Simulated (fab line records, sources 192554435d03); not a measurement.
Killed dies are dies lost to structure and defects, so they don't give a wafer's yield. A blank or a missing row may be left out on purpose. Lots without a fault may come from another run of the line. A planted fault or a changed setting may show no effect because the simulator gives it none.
Tool commonality check | flow n5_finfet | 8 lots, 24 wafers sampled

WHY IT WAS OPENED
At N5_BEOL_M4_RC_MEAS_101 the reading IOFF_N is flagged on 2 of 8 lots. Wafers without a fault read 0.16 nA/um, standard deviation 0.032.
Rule: a lot is flagged when every wafer of it that has a number lies more than 4 standard deviations from that mean, or none has a number. The other lots count as sound.

lot  | measured     | on        | IOFF_N (nA/um), wafer by wafer | flag
L146 | day 10 10:26 | prober-02 | 0.18 0.12 0.15                 |
L144 | day 10 11:23 | prober-01 | 0.13 0.12 0.15                 |
L150 | day 11 12:28 | prober-01 | 0.19 0.19 0.20                 |
L160 | day 13 20:44 | prober-01 | 0.55 1.74 0.79                 | FLAGGED
L159 | day 13 21:56 | prober-02 | 0.45 0.75 1.19                 | FLAGGED
L161 | day 14 11:29 | prober-02 | 0.14 0.18 0.18                 |
L164 | day 15 14:51 | prober-02 | 0.12 0.12 0.14                 |
L166 | day 16 21:25 | prober-01 | 0.15 0.17 0.15                 |
The numbers of the flagged lots are 0.91 nA/um on average: +0.75 nA/um against the usual, or +23 standard deviations.

WHICH TOOL RAN EACH LOT
The record holds 4 process steps before the reading, out of a route of 1938 steps. In each cell: the tool, then ch and the chambers that the sampled wafers went through, then the start.
lot  | flag    | N5_WELL_APT_EPI_41             | N5_PMOS_HMC_CHANNEL_EPI_ETCH_32   | N5_PMOS_HMC_CHANNEL_EPI_ETCH_38 | N5_FIN_SAQP_ALD_61
L146 |         | epi_rpcvd-03 ch 0, day 2 10:18 | rie_diel-04 ch 1,2, day 2 11:11   | rie_si-03 ch 1,2, day 2 11:35   | ald_sin-03 ch 0,1, day 2 17:04
L144 |         | epi_rpcvd-04 ch 0, day 1 22:14 | rie_diel-01 ch 0,1, day 1 23:26   | rie_si-05 ch 0,2,3, day 1 23:50 | ald_sin-03 ch 1,2, day 2 04:20
L150 |         | epi_rpcvd-04 ch 0, day 3 10:58 | rie_diel-04 ch 0,1, day 3 11:56   | rie_si-04 ch 1,2,3, day 3 12:20 | ald_sin-03 ch 0,1,2, day 3 15:25
L160 | FLAGGED | epi_rpcvd-04 ch 0, day 5 22:40 | rie_diel-05 ch 0,1,3, day 6 00:00 | rie_si-05 ch 0,1,3, day 6 00:25 | ald_sin-01 ch 0,2,3, day 6 03:22
L159 | FLAGGED | epi_rpcvd-04 ch 0, day 5 16:07 | rie_diel-04 ch 0,1,3, day 5 17:11 | rie_si-04 ch 0,1, day 5 17:36   | ald_sin-02 ch 1,3, day 5 20:26
L161 |         | epi_rpcvd-01 ch 0, day 6 04:15 | rie_diel-05 ch 0,1, day 6 05:56   | rie_si-05 ch 1,2,3, day 6 06:22 | ald_sin-01 ch 1,2, day 6 09:20
L164 |         | epi_rpcvd-01 ch 0, day 6 22:40 | rie_diel-05 ch 1,2,3, day 6 23:52 | rie_si-04 ch 0,1,2, day 7 00:16 | ald_sin-01 ch 0,1,2, day 7 02:42
L166 |         | epi_rpcvd-01 ch 0, day 7 10:36 | rie_diel-05 ch 0,2,3, day 7 11:36 | rie_si-04 ch 0,1, day 7 12:00   | ald_sin-02 ch 0,2,3, day 7 14:37
What these steps do:
- N5_WELL_APT_EPI_41: deposits Si from SiH4/H2, target thk 50 nm, time 297.7 s.
- N5_PMOS_HMC_CHANNEL_EPI_ETCH_32: etches BARC in N2/H2, stops on SiO2, target depth 85.8 nm, time 50.3 s.
- N5_PMOS_HMC_CHANNEL_EPI_ETCH_38: etches SiO2 in CF4, target depth 1.5 nm.
- N5_FIN_SAQP_ALD_61: deposits SiO2, target thk 4 nm, pulse time 1 s, purge time 2 s.
- N5_BEOL_M4_RC_MEAS_101

FLAGGED OVER TOTAL, TOOL BY TOOL (the gauges that took the reading come last)
step                            | tool         | lots run | flagged | share of the flagged lots | sound lots run after its first flagged lot
N5_WELL_APT_EPI_41              | epi_rpcvd-01 | 3        | 0       | none                      | -
N5_WELL_APT_EPI_41              | epi_rpcvd-03 | 1        | 0       | none                      | -
N5_WELL_APT_EPI_41              | epi_rpcvd-04 | 4        | 2       | all                       | 0
N5_PMOS_HMC_CHANNEL_EPI_ETCH_32 | rie_diel-01  | 1        | 0       | none                      | -
N5_PMOS_HMC_CHANNEL_EPI_ETCH_32 | rie_diel-04  | 3        | 1       | some                      | 0
N5_PMOS_HMC_CHANNEL_EPI_ETCH_32 | rie_diel-05  | 4        | 1       | some                      | 3 (L161,L164,L166)
N5_PMOS_HMC_CHANNEL_EPI_ETCH_38 | rie_si-03    | 1        | 0       | none                      | -
N5_PMOS_HMC_CHANNEL_EPI_ETCH_38 | rie_si-04    | 4        | 1       | some                      | 2 (L164,L166)
N5_PMOS_HMC_CHANNEL_EPI_ETCH_38 | rie_si-05    | 3        | 1       | some                      | 1 (L161)
N5_FIN_SAQP_ALD_61              | ald_sin-01   | 3        | 1       | some                      | 2 (L161,L164)
N5_FIN_SAQP_ALD_61              | ald_sin-02   | 2        | 1       | some                      | 1 (L166)
N5_FIN_SAQP_ALD_61              | ald_sin-03   | 3        | 0       | none                      | -
N5_BEOL_M4_RC_MEAS_101          | prober-01    | 4        | 1       | some                      | 1 (L166)
N5_BEOL_M4_RC_MEAS_101          | prober-02    | 4        | 1       | some                      | 2 (L161,L164)

WHAT THE TABLE ALLOWS
1 row of the table ran every flagged lot: epi_rpcvd-04 at N5_WELL_APT_EPI_41.
- epi_rpcvd-04 at N5_WELL_APT_EPI_41: 2 of its 4 lots flagged. Its last sound lot is L150 (day 3 10:58), its first flagged lot L159 (day 5 16:07): a fault that began between those two fits. Its own readings lie more than 4 standard deviations out on every wafer of the flagged lots: run_length_s.
One tool is left: epi_rpcvd-04 at N5_WELL_APT_EPI_41.

WHAT THE SIMULATOR HAD PUT IN
Process parameter drift: epi_rpcvd-04, from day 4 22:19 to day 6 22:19, at N5_WELL_APT_EPI_41. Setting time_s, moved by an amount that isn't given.
Lots struck among those shown: L160, L159. The rule above found the same.
